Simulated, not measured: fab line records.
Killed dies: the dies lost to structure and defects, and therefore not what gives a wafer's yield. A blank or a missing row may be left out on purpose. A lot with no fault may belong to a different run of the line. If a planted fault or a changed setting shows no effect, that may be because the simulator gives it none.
The tool behind it: which one? + flow nand harc + 11 lots with 33 wafers sampled at 5 steps, on a route of 1302 steps

== WHAT EACH GAUGE READ, for each wafer ==
NHARC_P_ZERO_WELL_INSPECT_43. Usual: raw defect count at 13, with a standard deviation of 5.8.
| lot  | measured     | on                | raw defect count | flag |
|------|--------------|-------------------|------------------|------|
| L548 | day 2 14:05  | defect inspect-01 | 16 14 7          |      |
| L549 | day 2 23:44  | defect inspect-02 | 9 14 9           |      |
| L550 | day 3 09:35  | defect inspect-01 | 12 15 20         |      |
| L551 | day 3 19:34  | defect inspect-02 | 16 10 11         |      |
| L554 | day 5 01:31  | defect inspect-01 | 8 11 9           |      |
| L556 | day 5 21:53  | defect inspect-02 | 10 38 7          |      |
| L557 | day 6 07:35  | defect inspect-02 | 13 23 21         |      |
| L558 | day 6 18:23  | defect inspect-02 | 10 12 15         |      |
| L568 | day 10 21:29 | defect inspect-01 | 13 12 16         |      |
| L569 | day 11 07:34 | defect inspect-01 | 6 6 12           |      |
| L570 | day 11 17:27 | defect inspect-01 | 9 4 8            |      |

NHARC_P_STI_CD_MEAS_09: target cd 200 nm. Usual: cd nm at 201.5 nm, with a standard deviation of 1.9.
| lot  | measured     | on        | cd nm (nm)        | flag |
|------|--------------|-----------|-------------------|------|
| L548 | day 3 04:48  | cd sem-03 | 201.2 202.4 199.0 |      |
| L549 | day 3 14:56  | cd sem-03 | 201.7 201.9 197.9 |      |
| L550 | day 4 03:07  | cd sem-03 | 200.1 201.5 203.5 |      |
| L551 | day 4 11:31  | cd sem-01 | 199.5 204.7 201.1 |      |
| L554 | day 5 16:42  | cd sem-03 | 202.1 203.3 200.8 |      |
| L556 | day 6 13:22  | cd sem-03 | 201.5 200.1 203.6 |      |
| L557 | day 7 00:00  | cd sem-03 | 223.3 224.0 223.3 | OFF  |
| L558 | day 7 11:50  | cd sem-03 | 203.7 203.5 202.8 |      |
| L568 | day 11 12:40 | cd sem-03 | 204.8 199.0 201.9 |      |
| L569 | day 11 22:07 | cd sem-02 | 201.9 200.8 198.5 |      |
| L570 | day 12 09:25 | cd sem-03 | 199.6 197.7 201.7 |      |

NHARC_P_STI_OCD_MEAS_17. Usual: trench depth nm 302 nm, standard deviation 4.7; trench foot cd nm 159.3 nm, standard deviation 2.1.
| lot  | measured     | on     | trench depth nm (nm) | trench foot cd nm (nm) | flag |
|------|--------------|--------|----------------------|------------------------|------|
| L548 | day 3 05:35  | ocd-01 | 308 299 311          | 158.8 160.7 155.5      |      |
| L549 | day 3 15:44  | ocd-01 | 308 304 306          | 158.5 159.1 154.8      |      |
| L550 | day 4 03:54  | ocd-01 | 304 306 309          | 157.5 158.9 159.9      |      |
| L551 | day 4 12:19  | ocd-01 | 303 304 304          | 157.1 162.4 158.6      |      |
| L554 | day 5 17:29  | ocd-02 | 304 305 304          | 159.5 160.4 158.2      |      |
| L556 | day 6 14:08  | ocd-02 | 300 299 295          | 159.4 157.9 161.9      |      |
| L557 | day 7 00:47  | ocd-02 | 305 289 305          | 180.6 183.5 180.4      | OFF  |
| L558 | day 7 12:37  | ocd-02 | 293 305 302          | 163.0 161.0 160.6      |      |
| L568 | day 11 13:27 | ocd-01 | 291 302 299          | 164.3 156.5 160.5      |      |
| L569 | day 11 22:53 | ocd-02 | 303 299 300          | 159.3 158.3 156.2      |      |
| L570 | day 12 10:14 | ocd-01 | 300 300 299          | 157.2 155.7 159.4      |      |

== WHICH TOOL RAN EACH LOT (tool, then ch and the chambers of the sampled wafers, then the start) ==
| lot  | NHARC_P_ZERO_WELL_ETCH_65          | NHARC_P_STI_EXPOSE_06             |
|------|------------------------------------|-----------------------------------|
| L548 | rie diel-12 ch 0,3, day 2 07:29    | krf scanner-04 ch 0, day 3 04:40  |
| L549 | rie diel-12 ch 0,1, day 2 17:25    | krf scanner-01 ch 0, day 3 14:47  |
| L550 | rie diel-13 ch 1,2,3, day 3 03:29  | krf scanner-01 ch 0, day 4 02:58  |
| L551 | rie diel-03 ch 1,2, day 3 13:23    | krf scanner-02 ch 0, day 4 11:22  |
| L554 | rie diel-13 ch 0,1,3, day 4 19:22  | krf scanner-01 ch 0, day 5 16:34  |
| L556 | rie diel-12 ch 0,1,2, day 5 15:32  | krf scanner-04 ch 0, day 6 13:13  |
| L557 | rie diel-03 ch 2,3, day 6 01:22    | krf scanner-04 ch 0, day 6 23:51  |
| L558 | rie diel-12 ch 1,3, day 6 12:27    | krf scanner-02 ch 0, day 7 11:41  |
| L568 | rie diel-03 ch 1,2, day 10 15:25   | krf scanner-04 ch 0, day 11 12:32 |
| L569 | rie diel-12 ch 0,1, day 11 01:31   | krf scanner-04 ch 0, day 11 21:58 |
| L570 | rie diel-13 ch 0,1,2, day 11 11:29 | krf scanner-01 ch 0, day 12 09:17 |
- NHARC_P_ZERO_WELL_ETCH_65: etches the open film in N2/H2, target depth 80 nm, overetch 24 nm, time 87.88 s.
- NHARC_P_STI_EXPOSE_06: exposes mask P STI, target cd 200 nm.

== WHAT THE TOOLS THEMSELVES READ (means of the sampled wafers that have a number; where no wafer has one, the mark that the record gives instead) ==
NHARC_P_ZERO_WELL_ETCH_65. Usual: drypump motor current A 5.7 A, standard deviation 0.33; oes product au 1.000 a.u., standard deviation 0.011; rf vpp V 429.5 V, standard deviation 2.5; showerhead plenum p Torr 2.00 Torr, standard deviation 0.086; throttle valve pct 14.171 %, standard deviation 0.0099.
| lot  | tool        | drypump motor current A (A) | oes product au (a.u.) | rf vpp V (V) | showerhead plenum p Torr (Torr) | throttle valve pct (%) | flag |
|------|-------------|-----------------------------|-----------------------|--------------|---------------------------------|------------------------|------|
| L548 | rie diel-12 | 5.7                         | 1.005                 | 429.9        | 2.00                            | 14.162                 |      |
| L549 | rie diel-12 | 5.5                         | 1.005                 | 428.2        | 1.95                            | 14.169                 |      |
| L550 | rie diel-13 | 5.8                         | 1.005                 | 429.4        | 1.99                            | 14.170                 |      |
| L551 | rie diel-03 | 5.6                         | 1.007                 | 431.2        | 2.08                            | 14.176                 |      |
| L554 | rie diel-13 | 5.5                         | 0.998                 | 428.2        | 1.94                            | 14.178                 |      |
| L556 | rie diel-12 | 5.7                         | 0.998                 | 429.1        | 2.01                            | 14.177                 |      |
| L557 | rie diel-03 | 5.6                         | 0.993                 | 427.0        | 1.91                            | 14.169                 |      |
| L558 | rie diel-12 | 5.8                         | 0.988                 | 430.1        | 2.02                            | 14.173                 |      |
| L568 | rie diel-03 | 5.6                         | 1.014                 | 430.3        | 2.06                            | 14.168                 |      |
| L569 | rie diel-12 | 5.5                         | 1.009                 | 427.8        | 1.93                            | 14.175                 |      |
| L570 | rie diel-13 | 5.8                         | 0.996                 | 427.3        | 1.94                            | 14.170                 |      |

== THE ANSWER, worked out from the rows above alone ==
Rule: a lot is off if the mean of its wafers that have a number lies more than 3 standard deviations from the usual mean. A lot without any number at a reading at which 4 lots or more have one is off too. The other lots that the step has rows for count as sound. After the gauges, taken in route order, come the tools' own readings; for these a lot's mean is taken, as printed above. At the first step where some lot is off, the reading lying furthest off is the one used; lots without a number count as furthest.
Off: L557, at NHARC_P_STI_CD_MEAS_09 (cd nm).
A tool fits if, at a process step before that reading, it ran every lot that is off, and no sound lot after the first of them. Not tried: the gauges at NHARC_P_STI_CD_MEAS_09; whatever is off there is also off at NHARC_P_STI_OCD_MEAS_17, on other tools, and gauge error can't account for it. None of those tried fits.

== WHAT THE SIMULATOR HAD PUT IN ==
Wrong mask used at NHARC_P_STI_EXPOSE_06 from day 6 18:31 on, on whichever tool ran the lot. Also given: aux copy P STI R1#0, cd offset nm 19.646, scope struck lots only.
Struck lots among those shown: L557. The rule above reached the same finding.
